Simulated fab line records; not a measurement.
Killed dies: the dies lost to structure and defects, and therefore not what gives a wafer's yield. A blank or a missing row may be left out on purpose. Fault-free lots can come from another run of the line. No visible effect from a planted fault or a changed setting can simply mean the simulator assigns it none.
Lot-split experiment || flow n5 finfet || route with 1938 steps; 7 lots, 21 wafers read

ABOUT THE SPLIT
At N5_BEOL_M1_ETCH_64 (etches SOC in N2/H2, target depth 75 nm, overetch 15 nm, time 112.5 s), the setting source w was moved away from the recipe's 840 W on 9 of the 21 wafers read, by -17.0% to +13.3%. All remaining wafers had this setting at the recipe value.

The reading is taken at the split's own step.

THE READING
rf vpp V, in V, at N5_BEOL_M1_ETCH_64 (etches SOC in N2/H2, target depth 75 nm, overetch 15 nm, time 112.5 s). A value of 523.6 V with a standard deviation of 2.1 V is what fault-free wafers of this fab line usually give.

{"wafer": "L083.3", "tool, chamber at the split": "rie diel-03, 2", "source w as run, W": 697, "against the recipe": "-17.0%", "rf vpp V, V": 553.6, "against lot-mates on the recipe": "+31.1"}
{"wafer": "L083.4", "tool, chamber at the split": "rie diel-03, 0", "source w as run, W": 840, "against the recipe": "recipe", "rf vpp V, V": 524.9, "against lot-mates on the recipe": "-"}
{"wafer": "L083.6", "tool, chamber at the split": "rie diel-03, 2", "source w as run, W": 840, "against the recipe": "recipe", "rf vpp V, V": 520.2, "against lot-mates on the recipe": "-"}
{"wafer": "L090.1", "tool, chamber at the split": "rie diel-03, 0", "source w as run, W": 840, "against the recipe": "recipe", "rf vpp V, V": 526.6, "against lot-mates on the recipe": "-"}
{"wafer": "L090.2", "tool, chamber at the split": "rie diel-03, 1", "source w as run, W": 840, "against the recipe": "recipe", "rf vpp V, V": 523.3, "against lot-mates on the recipe": "-"}
{"wafer": "L090.6", "tool, chamber at the split": "rie diel-03, 2", "source w as run, W": 840, "against the recipe": "recipe", "rf vpp V, V": 520.8, "against lot-mates on the recipe": "-"}
{"wafer": "L089.2", "tool, chamber at the split": "rie diel-04, 0", "source w as run, W": 951.3, "against the recipe": "+13.2%", "rf vpp V, V": 504.5, "against lot-mates on the recipe": -20.7}
{"wafer": "L089.5", "tool, chamber at the split": "rie diel-04, 1", "source w as run, W": 840, "against the recipe": "recipe", "rf vpp V, V": 522.9, "against lot-mates on the recipe": "-"}
{"wafer": "L089.6", "tool, chamber at the split": "rie diel-04, 0", "source w as run, W": 840, "against the recipe": "recipe", "rf vpp V, V": 527.5, "against lot-mates on the recipe": "-"}
{"wafer": "L091.2", "tool, chamber at the split": "rie diel-04, 2", "source w as run, W": 951.6, "against the recipe": "+13.3%", "rf vpp V, V": 504.3, "against lot-mates on the recipe": -17.1}
{"wafer": "L091.4", "tool, chamber at the split": "rie diel-04, 0", "source w as run, W": 951.6, "against the recipe": "+13.3%", "rf vpp V, V": 505.8, "against lot-mates on the recipe": -15.6}
{"wafer": "L091.5", "tool, chamber at the split": "rie diel-04, 3", "source w as run, W": 840, "against the recipe": "recipe", "rf vpp V, V": 521.4, "against lot-mates on the recipe": "-"}
{"wafer": "L092.1", "tool, chamber at the split": "rie diel-04, 2", "source w as run, W": 933.2, "against the recipe": "+11.1%", "rf vpp V, V": 506.8, "against lot-mates on the recipe": "no lot-mate on the recipe"}
{"wafer": "L092.3", "tool, chamber at the split": "rie diel-04, 3", "source w as run, W": 933.2, "against the recipe": "+11.1%", "rf vpp V, V": 501.7, "against lot-mates on the recipe": "no lot-mate on the recipe"}
{"wafer": "L092.5", "tool, chamber at the split": "rie diel-04, 3", "source w as run, W": 933.2, "against the recipe": "+11.1%", "rf vpp V, V": 502.0, "against lot-mates on the recipe": "no lot-mate on the recipe"}
{"wafer": "L094.2", "tool, chamber at the split": "rie diel-04, 3", "source w as run, W": 878.4, "against the recipe": "+4.6%", "rf vpp V, V": 512.5, "against lot-mates on the recipe": -11.9}
{"wafer": "L094.4", "tool, chamber at the split": "rie diel-04, 2", "source w as run, W": 840, "against the recipe": "recipe", "rf vpp V, V": 524.4, "against lot-mates on the recipe": "-"}
{"wafer": "L094.6", "tool, chamber at the split": "rie diel-04, 2", "source w as run, W": 878.4, "against the recipe": "+4.6%", "rf vpp V, V": 516.8, "against lot-mates on the recipe": -7.6}
{"wafer": "L097.1", "tool, chamber at the split": "rie diel-04, 1", "source w as run, W": 840, "against the recipe": "recipe", "rf vpp V, V": 524.4, "against lot-mates on the recipe": "-"}
{"wafer": "L097.2", "tool, chamber at the split": "rie diel-04, 3", "source w as run, W": 840, "against the recipe": "recipe", "rf vpp V, V": 520.5, "against lot-mates on the recipe": "-"}
{"wafer": "L097.4", "tool, chamber at the split": "rie diel-04, 0", "source w as run, W": 840, "against the recipe": "recipe", "rf vpp V, V": 524.1, "against lot-mates on the recipe": "-"}

THE FIT
A straight line over all 21 wafers: rf vpp V changes by -1.63 V for each +1% of source w; r = -0.98; the points scatter about the line by 2.7 V.
The same after taking each lot's own level away (the mean of its wafers on the recipe; 18 wafers): -1.56 V for each +1%; r = -0.97; scatter 2.8 V.
That fit puts the effect of the largest move of source w on the reading at 27 V.
The lots' own levels span 521.40 to 525.20 V, that is 1.8 times the standard deviation above.
So the lot-to-lot level changes the slope little: the two slopes agree.
Check: with one of the wafers moved furthest among these (-17.0%) left out of the fit, the line predicts +23 V for it against its lot-mates. Against them it came out at +31.1 V.
Tool readings at the split's step, against how far the setting was moved: rf vpp V r = -0.98.

THESE WAFERS: OTHER SPLITS
Before the reading, these wafers also passed through other splits. Each is held against what the fit with the lots' levels taken away leaves over:
{"other split on the same wafers": "N5_MOL_CONTACT_COAG_COAT_76 spin rpm", "wafers away from the commonest value": 8, "r with rf vpp V (lot level and that fit taken away)": "+0.12"}
{"other split on the same wafers": "N5_BEOL_M0_SAQP_PECVD_96 time s", "wafers away from the commonest value": 5, "r with rf vpp V (lot level and that fit taken away)": "+0.23"}
{"other split on the same wafers": "N5_BEOL_M0_SAQP_ETCH_88 source w", "wafers away from the commonest value": 5, "r with rf vpp V (lot level and that fit taken away)": -0.05}
{"other split on the same wafers": "N5_BEOL_M0_CUTY_COAT_51 spin rpm", "wafers away from the commonest value": 7, "r with rf vpp V (lot level and that fit taken away)": -0.40}

THE WHOLE CHAIN: every reading that the file lists as answering this split, in the file's order
{"step": "N5_BEOL_M1_ETCH_64", "what it does": "etches SOC in N2/H2, target depth 75 nm, overetch 15 nm, time 112.5 s", "reading": "rf vpp V", "change (the file's fit)": "-1.6 V for each +1% of the setting", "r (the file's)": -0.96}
{"step": "N5_BEOL_M1_ETCH_64", "what it does": "etches SOC in N2/H2, target depth 75 nm, overetch 15 nm, time 112.5 s", "reading": "SiARC_of_BEOL_M1_COAT_62.thk nm (the simulator's own value, which no gauge read)", "change (the file's fit)": "-0.0341 nm for each +1% of the setting", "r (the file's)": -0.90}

FILE'S OWN FIT
rf vpp V changes by -1.6 V for each +1% of source w, r = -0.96.
